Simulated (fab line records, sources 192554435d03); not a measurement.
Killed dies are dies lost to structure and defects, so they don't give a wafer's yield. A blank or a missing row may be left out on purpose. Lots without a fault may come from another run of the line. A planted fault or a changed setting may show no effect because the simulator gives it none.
One fault seen from 2 desks | flow n5_finfet | each desk has only its own numbers; what lay behind them comes last

THE TOOL OWNER'S DESK: litho_track-05
The tool's own readings at N5_BEOL_M12_COAT_04 (resist thk 400 nm): means of the sampled wafers that have a number, for each lot that ran on this tool. A lot is out of limits, marked OUT, if its mean lies more than 4 standard deviations from the usual mean; the brackets give that distance.
Columns: A = dispense_pressure_kPa at N5_BEOL_M12_COAT_04, usual 53.5 kPa; B = spin_speed_rpm at N5_BEOL_M12_COAT_04, usual 1625.2 rpm
lot  | first seen here | A    | B
L553 | day 11 03:34    | 55.7 | 1625.0
L556 | day 11 21:35    | 55.7 | 1861.9 (+99 or more) OUT
L559 | day 12 16:07    | 55.7 | 1862.7 (+99 or more) OUT
L570 | day 15 14:37    | 55.7 | 1625.5
L572 | day 15 23:34    | 55.7 | 1624.3
L575 | day 16 12:58    | 55.7 | 1626.6
L574 | day 16 13:29    | 55.7 | 1624.1
This desk's finding: out of limits on L556, L559; first on L556, day 11 21:35 (spin_speed_rpm at N5_BEOL_M12_COAT_04). In limits: L553, L570, L572, L575, L574.

THE METROLOGY DESK
What the gauges read, lot by lot, whatever tool the lot ran on: means of the sampled wafers that have a number. A lot is out of limits, marked OUT, if its mean lies more than 4 standard deviations from the usual mean; the brackets give that distance.
Columns: A = V11_OVL at N5_BEOL_M12_OVL_MEAS_11, usual -4 nm
lot  | first seen here | A
L553 | day 11 03:59    | -5
L556 | day 11 21:53    | 1
L557 | day 11 22:33    | -10
L559 | day 12 16:32    | -3
L566 | day 14 11:33    | -11
L565 | day 14 12:34    | -8
L570 | day 15 14:55    | -4
L572 | day 15 23:59    | -3
L575 | day 16 13:16    | -10
L574 | day 16 13:55    | -4
This desk's finding: nothing out of limits on any of the 10 lots.

PUT TOGETHER
The tool owner's desk could have raised an alarm at day 11 21:35, on L556, L559.
The metrology desk saw nothing out of limits.
The metrology desk has L556, L559 on record, within its limits.
Of the lots named, all ran N5_BEOL_M12_COAT_04 on litho_track-05.

WHAT THE SIMULATOR HAD PUT IN
Process parameter drift: litho_track-05, from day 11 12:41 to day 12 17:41, at N5_BEOL_M12_COAT_04. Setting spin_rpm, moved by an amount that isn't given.
Lots struck among those shown: L556, L559.
Hours from the fault's start to each desk's first reading out of limits: the tool owner's desk, 9.
